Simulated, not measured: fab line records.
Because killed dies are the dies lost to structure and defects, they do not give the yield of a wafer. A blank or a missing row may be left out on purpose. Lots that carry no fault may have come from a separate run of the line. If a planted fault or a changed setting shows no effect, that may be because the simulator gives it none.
Matching of chambers :: flow nand_harc :: NHARC_P_GATE_DESCUM_61 on rie_diel-12 has 4 sister chambers
The step chemistry O2, time 3 s. 39 wafers are shown with their chamber, then 12 later ones without.

WAFERS, EACH WITH ITS CHAMBER
wafer: L074.2
chamber: 3
showerhead_plenum_p_Torr (Torr): 1.96
drypump_motor_current_A (A): 6.0
oes_product_au (a.u.): 0.991

wafer: L074.4
chamber: 1
showerhead_plenum_p_Torr (Torr): 1.83
drypump_motor_current_A (A): 5.5
oes_product_au (a.u.): 0.984

wafer: L074.5
chamber: 2
showerhead_plenum_p_Torr (Torr): 1.87
drypump_motor_current_A (A): 5.7
oes_product_au (a.u.): 0.996

wafer: L075.2
chamber: 3
showerhead_plenum_p_Torr (Torr): 1.96
drypump_motor_current_A (A): 6.0
oes_product_au (a.u.): 0.998

wafer: L075.4
chamber: 1
showerhead_plenum_p_Torr (Torr): 1.83
drypump_motor_current_A (A): 5.5
oes_product_au (a.u.): 0.998

wafer: L075.5
chamber: 1
showerhead_plenum_p_Torr (Torr): 1.83
drypump_motor_current_A (A): 5.5
oes_product_au (a.u.): 0.983

wafer: L077.1
chamber: 1
showerhead_plenum_p_Torr (Torr): 1.83
drypump_motor_current_A (A): 5.5
oes_product_au (a.u.): 0.988

wafer: L077.4
chamber: 1
showerhead_plenum_p_Torr (Torr): 1.83
drypump_motor_current_A (A): 5.5
oes_product_au (a.u.): 0.983

wafer: L077.6
chamber: 0
showerhead_plenum_p_Torr (Torr): 1.99
drypump_motor_current_A (A): 5.3
oes_product_au (a.u.): 1.004

wafer: L079.4
chamber: 3
showerhead_plenum_p_Torr (Torr): 1.96
drypump_motor_current_A (A): 5.9
oes_product_au (a.u.): 0.985

wafer: L079.5
chamber: 2
showerhead_plenum_p_Torr (Torr): 1.87
drypump_motor_current_A (A): 5.7
oes_product_au (a.u.): 0.992

wafer: L079.6
chamber: 3
showerhead_plenum_p_Torr (Torr): 1.96
drypump_motor_current_A (A): 6.0
oes_product_au (a.u.): 0.992

wafer: L080.3
chamber: 1
showerhead_plenum_p_Torr (Torr): 1.83
drypump_motor_current_A (A): 5.5
oes_product_au (a.u.): 0.985

wafer: L080.4
chamber: 0
showerhead_plenum_p_Torr (Torr): 1.99
drypump_motor_current_A (A): 5.3
oes_product_au (a.u.): 1.002

wafer: L080.5
chamber: 1
showerhead_plenum_p_Torr (Torr): 1.83
drypump_motor_current_A (A): 5.5
oes_product_au (a.u.): 0.985

wafer: L082.1
chamber: 0
showerhead_plenum_p_Torr (Torr): 1.99
drypump_motor_current_A (A): 5.3
oes_product_au (a.u.): 1.005

wafer: L082.2
chamber: 2
showerhead_plenum_p_Torr (Torr): 1.87
drypump_motor_current_A (A): 5.7
oes_product_au (a.u.): 0.987

wafer: L082.3
chamber: 3
showerhead_plenum_p_Torr (Torr): 1.96
drypump_motor_current_A (A): 6.0
oes_product_au (a.u.): 0.988

wafer: L082.4
chamber: 1
showerhead_plenum_p_Torr (Torr): 1.83
drypump_motor_current_A (A): 5.5
oes_product_au (a.u.): 0.967

wafer: L082.5
chamber: 3
showerhead_plenum_p_Torr (Torr): 1.96
drypump_motor_current_A (A): 6.0
oes_product_au (a.u.): 0.992

wafer: L082.6
chamber: 0
showerhead_plenum_p_Torr (Torr): 1.99
drypump_motor_current_A (A): 5.3
oes_product_au (a.u.): 0.989

wafer: L084.1
chamber: 0
showerhead_plenum_p_Torr (Torr): 1.99
drypump_motor_current_A (A): 5.3
oes_product_au (a.u.): 1.005

wafer: L084.2
chamber: 1
showerhead_plenum_p_Torr (Torr): 1.83
drypump_motor_current_A (A): 5.5
oes_product_au (a.u.): 0.971

wafer: L084.3
chamber: 2
showerhead_plenum_p_Torr (Torr): 1.87
drypump_motor_current_A (A): 5.7
oes_product_au (a.u.): 0.996

wafer: L086.1
chamber: 1
showerhead_plenum_p_Torr (Torr): 1.83
drypump_motor_current_A (A): 5.5
oes_product_au (a.u.): 0.975

wafer: L086.3
chamber: 2
showerhead_plenum_p_Torr (Torr): 1.87
drypump_motor_current_A (A): 5.7
oes_product_au (a.u.): 0.997

wafer: L086.6
chamber: 2
showerhead_plenum_p_Torr (Torr): 1.87
drypump_motor_current_A (A): 5.7
oes_product_au (a.u.): 0.997

wafer: L088.1
chamber: 1
showerhead_plenum_p_Torr (Torr): 1.83
drypump_motor_current_A (A): 5.5
oes_product_au (a.u.): 0.970

wafer: L088.2
chamber: 0
showerhead_plenum_p_Torr (Torr): 1.99
drypump_motor_current_A (A): 5.3
oes_product_au (a.u.): 1.003

wafer: L088.4
chamber: 2
showerhead_plenum_p_Torr (Torr): 1.87
drypump_motor_current_A (A): 5.7
oes_product_au (a.u.): 1.011

wafer: L087.3
chamber: 1
showerhead_plenum_p_Torr (Torr): 1.83
drypump_motor_current_A (A): 5.5
oes_product_au (a.u.): 0.981

wafer: L087.4
chamber: 2
showerhead_plenum_p_Torr (Torr): 1.87
drypump_motor_current_A (A): 5.7
oes_product_au (a.u.): 1.006

wafer: L087.5
chamber: 0
showerhead_plenum_p_Torr (Torr): 1.99
drypump_motor_current_A (A): 5.3
oes_product_au (a.u.): 1.012

wafer: L089.1
chamber: 3
showerhead_plenum_p_Torr (Torr): 1.96
drypump_motor_current_A (A): 6.0
oes_product_au (a.u.): 1.001

wafer: L089.2
chamber: 1
showerhead_plenum_p_Torr (Torr): 1.82
drypump_motor_current_A (A): 5.5
oes_product_au (a.u.): 0.979

wafer: L089.5
chamber: 1
showerhead_plenum_p_Torr (Torr): 1.82
drypump_motor_current_A (A): 5.5
oes_product_au (a.u.): 0.971

wafer: L090.2
chamber: 1
showerhead_plenum_p_Torr (Torr): 1.82
drypump_motor_current_A (A): 5.5
oes_product_au (a.u.): 0.982

wafer: L090.3
chamber: 3
showerhead_plenum_p_Torr (Torr): 1.96
drypump_motor_current_A (A): 6.0
oes_product_au (a.u.): 0.990

wafer: L090.4
chamber: 0
showerhead_plenum_p_Torr (Torr): 1.99
drypump_motor_current_A (A): 5.3
oes_product_au (a.u.): 1.014

SIGNATURES (means of the wafers above)
reading: showerhead_plenum_p_Torr
chamber 0: 1.9900
chamber 1: 1.8280
chamber 2: 1.8700
chamber 3: 1.9600
scatter within a chamber: 0.00262

reading: drypump_motor_current_A
chamber 0: 5.300
chamber 1: 5.500
chamber 2: 5.700
chamber 3: 5.987
scatter within a chamber: 0.0158

reading: oes_product_au
chamber 0: 1.00425
chamber 1: 0.98013
chamber 2: 0.99775
chamber 3: 0.99212
scatter within a chamber: 0.0074
Rule: a wafer's distance from a chamber is the root of the sum, over the readings, of the square of ((its reading less the chamber's mean) divided by the reading's scatter). The wafer belongs to the nearest chamber; if the next one is less than 2 further off, it can't be placed. The scatter: take each reading less its chamber's mean, square it, sum over the shown wafers, divide by the number of wafers less the number of chambers, and take the root.

WAFERS WITHOUT THEIR CHAMBER
wafer: L093.3
showerhead_plenum_p_Torr (Torr): 1.87
drypump_motor_current_A (A): 5.7
oes_product_au (a.u.): 1.005

wafer: L093.5
showerhead_plenum_p_Torr (Torr): 1.82
drypump_motor_current_A (A): 5.5
oes_product_au (a.u.): 0.973

wafer: L093.6
showerhead_plenum_p_Torr (Torr): 1.87
drypump_motor_current_A (A): 5.7
oes_product_au (a.u.): 0.991

wafer: L094.2
showerhead_plenum_p_Torr (Torr): 1.87
drypump_motor_current_A (A): 5.8
oes_product_au (a.u.): 1.008

wafer: L094.3
showerhead_plenum_p_Torr (Torr): 1.98
drypump_motor_current_A (A): 5.3
oes_product_au (a.u.): 1.001

wafer: L094.4
showerhead_plenum_p_Torr (Torr): 1.96
drypump_motor_current_A (A): 5.9
oes_product_au (a.u.): 0.999

wafer: L096.1
showerhead_plenum_p_Torr (Torr): 1.82
drypump_motor_current_A (A): 5.5
oes_product_au (a.u.): 0.973

wafer: L096.3
showerhead_plenum_p_Torr (Torr): 1.98
drypump_motor_current_A (A): 5.3
oes_product_au (a.u.): 0.999

wafer: L096.4
showerhead_plenum_p_Torr (Torr): 1.87
drypump_motor_current_A (A): 5.7
oes_product_au (a.u.): 0.999

wafer: L097.3
showerhead_plenum_p_Torr (Torr): 1.98
drypump_motor_current_A (A): 5.3
oes_product_au (a.u.): 0.992

wafer: L097.4
showerhead_plenum_p_Torr (Torr): 1.96
drypump_motor_current_A (A): 6.0
oes_product_au (a.u.): 0.998

wafer: L097.6
showerhead_plenum_p_Torr (Torr): 1.98
drypump_motor_current_A (A): 5.3
oes_product_au (a.u.): 0.993

CHAMBER TAKEN BY EACH
wafer: L093.3
from the rows above: 2
in truth: 2

wafer: L093.5
from the rows above: 1
in truth: 1

wafer: L093.6
from the rows above: 2
in truth: 2

wafer: L094.2
from the rows above: 2
in truth: 2

wafer: L094.3
from the rows above: 0
in truth: 0

wafer: L094.4
from the rows above: 3
in truth: 3

wafer: L096.1
from the rows above: 1
in truth: 1

wafer: L096.3
from the rows above: 0
in truth: 0

wafer: L096.4
from the rows above: 2
in truth: 2

wafer: L097.3
from the rows above: 0
in truth: 0

wafer: L097.4
from the rows above: 3
in truth: 3

wafer: L097.6
from the rows above: 0
in truth: 0
Correctly placed: 12 of 12. From these rows, 0 cannot be placed. Placed wrongly: 0.
